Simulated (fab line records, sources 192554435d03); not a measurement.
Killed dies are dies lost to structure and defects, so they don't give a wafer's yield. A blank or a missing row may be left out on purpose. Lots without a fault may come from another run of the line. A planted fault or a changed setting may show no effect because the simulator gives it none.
Chamber matching | flow n5_finfet | N5_BEOL_M10_PECVD_70 on pecvd-02: 3 sister chambers
The step deposits SiO2 from TEOS/O2, target thk 20 nm, time 22.7 s. 6 wafers are shown with their chamber, then 7 later ones without.

WAFERS WITH THEIR CHAMBER
wafer  | chamber | throttle_valve_pct (%) | showerhead_plenum_p_Torr (Torr)
L080.6 | 1       | 21.8                   | 8.74
L082.1 | 1       | 21.4                   | 8.72
L082.4 | 0       | 22.8                   | 8.81
L082.5 | 2       | 21.3                   | 8.82
L090.3 | 2       | 21.0                   | 8.80
L090.5 | 0       | 22.7                   | 8.81

WAFERS WITHOUT THEIR CHAMBER
wafer  | throttle_valve_pct (%) | showerhead_plenum_p_Torr (Torr)
L090.6 | 21.5                   | 8.74
L095.3 | 21.2                   | 8.82
L095.4 | 21.6                   | 8.74
L095.5 | 21.4                   | 8.82
L097.1 | 21.7                   | 8.79
L097.2 | 22.8                   | 8.80
L097.3 | 21.6                   | 8.74

WHICH CHAMBER EACH WENT THROUGH
wafer  | from the rows above | in truth
L090.6 | 1                   | 1
L095.3 | 2                   | 2
L095.4 | 1                   | 1
L095.5 | 2                   | 2
L097.1 | 2                   | 2
L097.2 | 0                   | 0
L097.3 | 1                   | 1
Placed correctly: 7 of 7. Can't be placed from these rows: 0. Placed wrongly: 0.
How it was worked out, from the rows above alone: a wafer's distance from a chamber is the root of the sum, over the readings, of the square of ((its reading less the chamber's mean) divided by the reading's scatter). The wafer belongs to the nearest chamber; if the next one is less than 2 further off, it can't be placed. A chamber's mean is the mean of its shown wafers. The scatter: the root of (the sum of the squares of (reading less its chamber's mean) over the shown wafers, divided by (wafers less chambers)).
